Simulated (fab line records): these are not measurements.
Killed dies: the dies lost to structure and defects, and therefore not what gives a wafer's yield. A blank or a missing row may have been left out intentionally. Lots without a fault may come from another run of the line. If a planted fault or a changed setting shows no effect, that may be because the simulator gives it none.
Which tool did it? + flow n5_finfet + 30 wafers from 10 lots sampled at 5 of the route's 1938 steps

== WHAT EACH GAUGE READ, for each wafer ==
N5_BEOL_M3_INSPECT_59: inspects for defects (darkfield). Usual: raw_defect_count 76, standard deviation 29.
| lot  | measured     | on                | raw_defect_count | flag |
|------|--------------|-------------------|------------------|------|
| L520 | day 7 07:55  | defect_inspect-02 | 34 61 46         |      |
| L521 | day 7 09:09  | defect_inspect-02 | 42 69 31         |      |
| L522 | day 7 18:36  | defect_inspect-01 | 116 71 80        |      |
| L523 | day 8 02:18  | defect_inspect-02 | 32 70 46         |      |
| L528 | day 9 10:30  | defect_inspect-01 | 91 104 63        |      |
| L532 | day 11 01:21 | defect_inspect-01 | 102 96 90        |      |
| L534 | day 11 03:11 | defect_inspect-02 | 58 43 62         |      |
| L535 | day 11 19:31 | defect_inspect-01 | 88 115 114       |      |
| L541 | day 12 15:09 | defect_inspect-01 | 60 64 59         |      |
| L542 | day 13 21:52 | defect_inspect-02 | 83 60 43         |      |

N5_BEOL_M4_RC_MEAS_101. Usual: DIBL_N 36.2 mV/V, standard deviation 1.6; DIBL_P 36.5 mV/V, standard deviation 1.9; IOFF_N 0.158 nA/um, standard deviation 0.027; IOFF_P 0.21 nA/um, standard deviation 0.038; ION_N 675 uA/um, standard deviation 12; ION_P 464 uA/um, standard deviation 8.9; SS_N 71.5 mV/dec, standard deviation 0.61; SS_P 73.4 mV/dec, standard deviation 0.59; VT_N 250.4 mV, standard deviation 3; VT_P -250 mV, standard deviation 3.6.
| lot  | measured     | on        | DIBL_N (mV/V)  | DIBL_P (mV/V)  | IOFF_N (nA/um)    | IOFF_P (nA/um) | ION_N (uA/um) | ION_P (uA/um) | SS_N (mV/dec)  | SS_P (mV/dec)  | VT_N (mV)         | VT_P (mV)      | flag |
|------|--------------|-----------|----------------|----------------|-------------------|----------------|---------------|---------------|----------------|----------------|-------------------|----------------|------|
| L520 | day 7 23:20  | prober-02 | 34.3 36.1 36.9 | 35.5 38.0 38.7 | 0.138 0.161 0.184 | 0.19 0.24 0.25 | 668 682 688   | 457 466 465   | 70.9 71.5 72.0 | 72.3 72.9 73.2 | 252.3 252.3 249.9 | -251 -251 -246 |      |
| L521 | day 7 20:24  | prober-01 | 37.7 36.3 38.5 | 38.5 36.5 39.0 | 0.175 0.146 0.194 | 0.26 0.22 0.27 | 683 676 683   | 474 472 468   | 72.3 71.1 72.0 | 74.0 73.0 74.1 | 251.0 251.9 247.4 | -247 -250 -245 |      |
| L522 | day 8 02:20  | prober-01 | 35.1 34.4 34.1 | 35.1 34.7 33.3 | 0.140 0.130 0.114 | 0.18 0.18 0.16 | 670 663 656   | 458 461 449   | 71.4 70.9 71.2 | 73.4 73.1 72.0 | 250.7 255.0 254.7 | -254 -254 -255 |      |
| L523 | day 8 17:38  | prober-01 | 36.9 38.4 36.7 | 36.6 37.3 35.5 | 0.154 0.171 0.148 | 0.22 0.22 0.20 | 666 669 670   | 461 461 458   | 72.4 71.9 71.7 | 73.5 74.1 72.9 | 254.4 251.4 253.9 | -251 -252 -252 |      |
| L528 | day 9 20:32  | prober-01 | 37.5 39.8 36.0 | 36.6 38.7 34.4 | 0.156 0.211 0.128 | 0.18 0.21 0.16 | 666 682 651   | 452 453 437   | 71.0 72.3 71.1 | 73.1 73.9 73.0 | 250.0 246.5 256.1 | -257 -255 -259 |      |
| L532 | day 11 11:46 | prober-02 | 34.4 37.1 36.1 | 33.6 37.9 35.3 | 0.128 0.175 0.154 | 0.15 0.22 0.17 | 658 672 674   | 446 456 456   | 70.3 71.5 71.2 | 72.3 74.1 72.9 | 251.3 248.8 248.4 | -258 -250 -251 |      |
| L534 | day 11 15:15 | prober-01 | 36.2 39.3 38.4 | 37.1 40.7 39.7 | 0.157 0.232 0.198 | 0.25 0.31 0.31 | 685 699 686   | 473 480 474   | 70.6 72.4 71.0 | 73.1 74.5 74.5 | 247.2 243.7 244.2 | -246 -241 -240 |      |
| L535 | day 12 11:15 | prober-02 | 37.1 38.5 34.4 | 37.4 39.3 34.7 | 0.173 0.206 0.120 | 0.23 0.26 0.17 | 671 692 666   | 463 472 460   | 72.1 72.1 70.2 | 73.3 73.4 72.3 | 249.0 246.0 255.4 | -249 -246 -254 |      |
| L541 | day 13 14:35 | prober-02 | 35.7 36.8 35.6 | 35.7 38.1 36.5 | 0.158 0.175 0.165 | 0.18 0.23 0.20 | 677 666 677   | 459 457 468   | 71.2 71.6 71.4 | 72.7 73.8 72.8 | 248.8 247.5 248.2 | -254 -250 -251 |      |
| L542 | day 14 08:34 | prober-02 | 35.0 34.2 32.9 | 34.8 34.5 33.3 | 0.149 0.141 0.116 | 0.22 0.22 0.19 | 664 686 666   | 463 482 469   | 71.1 70.4 71.3 | 72.8 73.0 73.1 | 250.4 249.9 252.7 | -248 -248 -251 |      |

== WHAT TOOL EACH LOT RAN ON (gives the tool, then ch and the chambers of the sampled wafers, and finally the start) ==
| lot  | N5_BEOL_M3_SPUTTER_86        | N5_BEOL_M3_ANNEAL_89         | N5_BEOL_M3_CMP_52             |
|------|------------------------------|------------------------------|-------------------------------|
| L520 | pvd_sputter-01, day 7 05:41  | pvd_sputter-01, day 7 05:59  | cmp-03 ch 1,2,3, day 7 07:17  |
| L521 | pvd_sputter-03, day 7 06:59  | pvd_sputter-03, day 7 07:17  | cmp-04 ch 0,2,3, day 7 08:37  |
| L522 | pvd_sputter-01, day 7 16:19  | pvd_sputter-01, day 7 16:37  | cmp-01 ch 1,2, day 7 17:59    |
| L523 | pvd_sputter-03, day 8 00:07  | pvd_sputter-03, day 8 00:25  | cmp-04 ch 1,2,3, day 8 01:45  |
| L528 | pvd_sputter-03, day 9 08:17  | pvd_sputter-03, day 9 08:35  | cmp-04 ch 0,1,3, day 9 09:55  |
| L532 | pvd_sputter-02, day 10 23:08 | pvd_sputter-02, day 10 23:26 | cmp-03 ch 0,2,3, day 11 00:44 |
| L534 | pvd_sputter-02, day 11 00:59 | pvd_sputter-02, day 11 01:17 | cmp-03 ch 0,1,3, day 11 02:35 |
| L535 | pvd_sputter-03, day 11 17:20 | pvd_sputter-03, day 11 17:38 | cmp-01 ch 1,2,3, day 11 18:56 |
| L541 | pvd_sputter-03, day 12 12:58 | pvd_sputter-03, day 12 13:16 | cmp-01 ch 2,3, day 12 14:34   |
| L542 | pvd_sputter-02, day 13 19:42 | pvd_sputter-02, day 13 20:00 | cmp-01 ch 0,3, day 13 21:20   |
- N5_BEOL_M3_SPUTTER_86: material Cu, target thk 4.5 nm, time 8.29 s.
- N5_BEOL_M3_ANNEAL_89: time 240 s.
- N5_BEOL_M3_CMP_52: polishes, stops on SiOC, t overpolish 6.8 s, target thk 40 nm.

== AS READ BY THE TOOLS THEMSELVES (means over the sampled wafers that have a number; for cases with no such wafer, the mark the record gives instead) ==
N5_BEOL_M3_SPUTTER_86. Usual: chamber_pressure_pa 0.07001 Pa, standard deviation 0.00013; throttle_valve_pct 30.1 %, standard deviation 0.77.
| lot  | tool           | chamber_pressure_pa (Pa) | throttle_valve_pct (%) | flag |
|------|----------------|--------------------------|------------------------|------|
| L520 | pvd_sputter-01 | 0.06994                  | 30.9                   |      |
| L521 | pvd_sputter-03 | 0.07011                  | 30.0                   |      |
| L522 | pvd_sputter-01 | 0.06999                  | 30.2                   |      |
| L523 | pvd_sputter-03 | 0.06999                  | 29.6                   |      |
| L528 | pvd_sputter-03 | 0.06987                  | 30.0                   |      |
| L532 | pvd_sputter-02 | 0.07006                  | 30.1                   |      |
| L534 | pvd_sputter-02 | 0.07007                  | 30.1                   |      |
| L535 | pvd_sputter-03 | 0.07010                  | 29.7                   |      |
| L541 | pvd_sputter-03 | 0.06990                  | 29.5                   |      |
| L542 | pvd_sputter-02 | 0.07001                  | 30.0                   |      |

N5_BEOL_M3_ANNEAL_89. Usual: heater_power_w 824 W, standard deviation 85.
| lot  | tool           | heater_power_w (W) | flag |
|------|----------------|--------------------|------|
| L520 | pvd_sputter-01 | 750                |      |
| L521 | pvd_sputter-03 | 791                |      |
| L522 | pvd_sputter-01 | 748                |      |
| L523 | pvd_sputter-03 | 814                |      |
| L528 | pvd_sputter-03 | 814                |      |
| L532 | pvd_sputter-02 | 863                |      |
| L534 | pvd_sputter-02 | 855                |      |
| L535 | pvd_sputter-03 | 860                |      |
| L541 | pvd_sputter-03 | 833                |      |
| L542 | pvd_sputter-02 | 809                |      |

N5_BEOL_M3_CMP_52. Usual: barrier_field_endpoint_s 24.8 s, standard deviation 0.69; motor_current_A 6.2 A, standard deviation 0.51; overpolish_run_s 6.800 s, standard deviation 0.0085; slurry_flow_ml_min 150.0, standard deviation 0.47; time_to_endpoint_s 63 s, standard deviation 3.9.
| lot  | tool   | barrier_field_endpoint_s (s) | motor_current_A (A) | overpolish_run_s (s) | slurry_flow_ml_min | time_to_endpoint_s (s) | flag |
|------|--------|------------------------------|---------------------|----------------------|--------------------|------------------------|------|
| L520 | cmp-03 | 24.7                         | 6.4                 | 6.800                | 149.9              | 61                     |      |
| L521 | cmp-04 | 24.5                         | 6.4                 | 6.793                | 149.5              | 63                     |      |
| L522 | cmp-01 | 25.5                         | 5.7                 | 6.815                | 149.9              | 65                     |      |
| L523 | cmp-04 | 24.6                         | 6.3                 | 6.805                | 150.1              | 65                     |      |
| L528 | cmp-04 | 17.7                         | 6.0                 | 6.794                | 149.8              | 44                     | OFF  |
| L532 | cmp-03 | 24.8                         | 6.4                 | 6.797                | 150.3              | 65                     |      |
| L534 | cmp-03 | 24.4                         | 5.8                 | 6.800                | 150.0              | 63                     |      |
| L535 | cmp-01 | 24.0                         | 6.3                 | 6.805                | 150.0              | 57                     |      |
| L541 | cmp-01 | 24.2                         | 6.5                 | 6.799                | 150.1              | 56                     |      |
| L542 | cmp-01 | 23.4                         | 6.7                 | 6.796                | 150.2              | 55                     |      |

== THE ANSWER, worked out from the rows above alone ==
Rule: a lot is off if the mean of its wafers that have a number lies more than 3 standard deviations from the usual mean. A lot without any number at a reading at which 4 lots or more have one is off too. Any other lot the step has rows for is counted as sound. First the gauges in route order, then the tools' own readings, where a lot's mean is used as printed above. The first step at which some lot is off is used, and at that step the reading that is off furthest; a lot without a number counts as furthest.
Off, at N5_BEOL_M3_CMP_52 on barrier_field_endpoint_s: L528.
A tool fits if, at that step or a process step before it, it ran every lot that is off, and no sound lot after the first of them. One candidate fits, namely cmp-04 at N5_BEOL_M3_CMP_52. A fault onset in the window from L523 (day 8 01:45, its last sound lot) to L528 (day 9 09:55, its first lot off) fits.
The tool's own readings at N5_BEOL_M3_CMP_52 bear it out: on the lots that are off they differ by more than 5 times the standard deviation of the sound lots' means. barrier_field_endpoint_s reads 17.7 s there against 24.5 s on the sound lots.

== WHAT HAD BEEN PUT IN BY THE SIMULATOR ==
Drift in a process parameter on cmp-04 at N5_BEOL_M3_CMP_52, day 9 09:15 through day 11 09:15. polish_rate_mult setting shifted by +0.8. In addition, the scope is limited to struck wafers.
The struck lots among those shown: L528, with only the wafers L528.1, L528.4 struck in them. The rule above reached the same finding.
